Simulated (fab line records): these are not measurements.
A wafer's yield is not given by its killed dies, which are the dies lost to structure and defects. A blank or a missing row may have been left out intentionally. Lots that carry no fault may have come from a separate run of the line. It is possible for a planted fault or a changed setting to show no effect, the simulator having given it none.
Chamber matching -- flow nand harc -- NHARC_A_STAIRCASE_DESCUM_443 on rie diel-03: 4 sister chambers
The step chemistry O2, time 3 s. 8 wafers are shown with their chamber, then 7 later ones without.

EACH WAFER AND ITS CHAMBER
wafer,chamber,showerhead plenum p Torr (Torr),drypump motor current A (A)
L990.1,1,1.77,6.1
L986.2,3,1.90,6.2
L986.5,2,1.78,6.3
L991.1,2,1.78,6.3
L991.3,1,1.76,6.1
L991.4,0,1.89,5.8
L992.3,0,1.89,5.8
L992.4,3,1.89,6.1

WAFERS WITH NO CHAMBER GIVEN
wafer,showerhead plenum p Torr (Torr),drypump motor current A (A)
L992.6,1.89,5.8
L999.2,1.89,5.8
L999.4,1.77,6.3
L999.5,1.89,6.2
L103.1,1.89,6.2
L103.3,2.08,6.1
L103.4,2.08,6.3

WHICH CHAMBER EACH ONE RAN IN
wafer,from the rows above,in truth
L992.6,0,0
L999.2,0,0
L999.4,2,2
L999.5,3,3
L103.1,3,3
L103.3,can't be placed: 3 or 0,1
L103.4,3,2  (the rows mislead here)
5 of 7 placed correctly. Unplaceable from these rows: 1, with the true chamber sitting among the candidates in 0. Wrongly placed: 1.
How it was worked out, from the rows above alone: a wafer's distance from a chamber is the root of the sum, over the readings, of the square of ((its reading less the chamber's mean) divided by the reading's scatter). If the next closest chamber is less than 2 further off than the closest, the wafer can't be placed; otherwise it belongs to the closest. A chamber's mean is the mean of its shown wafers. How the scatter is found: for the shown wafers, subtract from each reading the mean of its chamber, square and add these, divide the total by (wafers less chambers), then take the root.
